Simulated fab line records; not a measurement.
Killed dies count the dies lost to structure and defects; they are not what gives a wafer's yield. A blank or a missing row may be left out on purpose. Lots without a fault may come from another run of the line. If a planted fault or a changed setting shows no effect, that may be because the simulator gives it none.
Matching of chambers :: flow n5-finfet :: N5_BEOL_M9_DEP_56 on pecvd-01 has 3 sister chambers
The step deposits SiCN from 3MS/NH3, target thk 15 nm, time 26.5 s. 6 wafers are shown with their chamber, then 8 later ones without.

## WAFERS PAIRED WITH THEIR CHAMBERS
wafer: L079.4
chamber: 0
throttle-valve-pct (%): 9.0
showerhead-plenum-p-Torr (Torr): 3.653

wafer: L081.4
chamber: 0
throttle-valve-pct (%): 8.8
showerhead-plenum-p-Torr (Torr): 3.657

wafer: L087.1
chamber: 2
throttle-valve-pct (%): 8.5
showerhead-plenum-p-Torr (Torr): 3.655

wafer: L087.4
chamber: 1
throttle-valve-pct (%): 9.1
showerhead-plenum-p-Torr (Torr): 3.641

wafer: L087.6
chamber: 2
throttle-valve-pct (%): 8.6
showerhead-plenum-p-Torr (Torr): 3.640

wafer: L089.2
chamber: 1
throttle-valve-pct (%): 9.3
showerhead-plenum-p-Torr (Torr): 3.651

## WAFERS WHOSE CHAMBER IS MISSING
wafer: L089.4
throttle-valve-pct (%): 8.5
showerhead-plenum-p-Torr (Torr): 3.654

wafer: L089.6
throttle-valve-pct (%): 8.9
showerhead-plenum-p-Torr (Torr): 3.652

wafer: L094.1
throttle-valve-pct (%): 9.0
showerhead-plenum-p-Torr (Torr): 3.648

wafer: L094.4
throttle-valve-pct (%): 8.8
showerhead-plenum-p-Torr (Torr): 3.658

wafer: L094.5
throttle-valve-pct (%): 8.9
showerhead-plenum-p-Torr (Torr): 3.663

wafer: L097.1
throttle-valve-pct (%): 9.5
showerhead-plenum-p-Torr (Torr): 3.654

wafer: L097.2
throttle-valve-pct (%): 8.6
showerhead-plenum-p-Torr (Torr): 3.651

wafer: L097.3
throttle-valve-pct (%): 8.9
showerhead-plenum-p-Torr (Torr): 3.649

## THE CHAMBER EACH PASSED THROUGH
wafer: L089.4
from the rows above: 2
in truth: 2

wafer: L089.6
from the rows above: 0
in truth: 0

wafer: L094.1
from the rows above: can't be placed: 0 or 1
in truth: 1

wafer: L094.4
from the rows above: can't be placed: 0 or 2
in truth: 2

wafer: L094.5
from the rows above: 0
in truth: 0

wafer: L097.1
from the rows above: 1
in truth: 1

wafer: L097.2
from the rows above: can't be placed: 2 or 0
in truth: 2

wafer: L097.3
from the rows above: can't be placed: 0 or 1
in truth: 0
Placed correctly: 4 of 8. These rows do not allow placing 4 (true chamber among the candidates in 4). Wrongly placed: 0.
How it was worked out, from the rows above alone: a wafer's distance from a chamber is the root of the sum, over the readings, of the square of ((its reading less the chamber's mean) divided by the reading's scatter). If the next closest chamber is less than 2 further off than the closest, the wafer can't be placed; otherwise it belongs to the closest. The mean given for a chamber averages the wafers shown for that chamber. The scatter is the square root of a quotient: the sum, over the shown wafers, of each reading's squared deviation from its chamber's mean, divided by wafers minus chambers.
